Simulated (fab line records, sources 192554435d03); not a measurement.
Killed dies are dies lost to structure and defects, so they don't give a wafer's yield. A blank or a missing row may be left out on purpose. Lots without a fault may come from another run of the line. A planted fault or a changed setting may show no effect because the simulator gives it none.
One fault seen from 2 desks | flow n5_finfet | each desk has only its own numbers; what lay behind them comes last

THE TOOL OWNER'S DESK: ald_sin-03
The tool's own readings at N5_FIN_SAQP_ALD_61 (deposits SiO2, target thk 4 nm, pulse time 1 s, purge time 2 s): means of the sampled wafers that have a number, for each lot that ran on this tool. A lot is out of limits, marked OUT, if its mean lies more than 4 standard deviations from the usual mean; the brackets give that distance.
Columns: A = heater_power_w at N5_FIN_SAQP_ALD_61, usual 479 W; B = precursor_pulse_height_rel at N5_FIN_SAQP_ALD_61, usual 1.002
lot  | first seen here | A   | B
L266 | day 2 02:29     | 463 | 0.981
L267 | day 2 08:31     | 456 | 1.006
L271 | day 3 08:10     | 432 | 1.011
L272 | day 3 14:25     | 459 | 0.975
L273 | day 3 21:22     | 468 | 1.012
L278 | day 5 03:32     | 461 | 1.019
L279 | day 5 08:20     | 496 | 1.006
This desk's finding: nothing out of limits on any of the 7 lots.

THE METROLOGY DESK
What the gauges read, lot by lot, whatever tool the lot ran on: means of the sampled wafers that have a number. A lot is out of limits, marked OUT, if its mean lies more than 4 standard deviations from the usual mean; the brackets give that distance.
Columns: A = thk_nm at N5_FIN_SAQP_THK_MEAS_07, usual 60.0 nm
lot  | first seen here | A
L266 | day 2 03:13     | 59.9
L267 | day 2 09:13     | 59.9
L268 | day 2 15:54     | 59.6
L271 | day 3 08:54     | 59.2
L272 | day 3 15:09     | 59.6
L273 | day 3 22:07     | 59.8
L278 | day 5 04:12     | 61.6
L279 | day 5 09:02     | 59.2
L280 | day 5 14:59     | 60.3
L283 | day 6 10:22     | 60.6
L286 | day 7 09:31     | 59.9
L287 | day 7 09:48     | 59.7
This desk's finding: nothing out of limits on any of the 12 lots.

PUT TOGETHER
The tool owner's desk saw nothing out of limits.
The metrology desk saw nothing out of limits.

WHAT THE SIMULATOR HAD PUT IN
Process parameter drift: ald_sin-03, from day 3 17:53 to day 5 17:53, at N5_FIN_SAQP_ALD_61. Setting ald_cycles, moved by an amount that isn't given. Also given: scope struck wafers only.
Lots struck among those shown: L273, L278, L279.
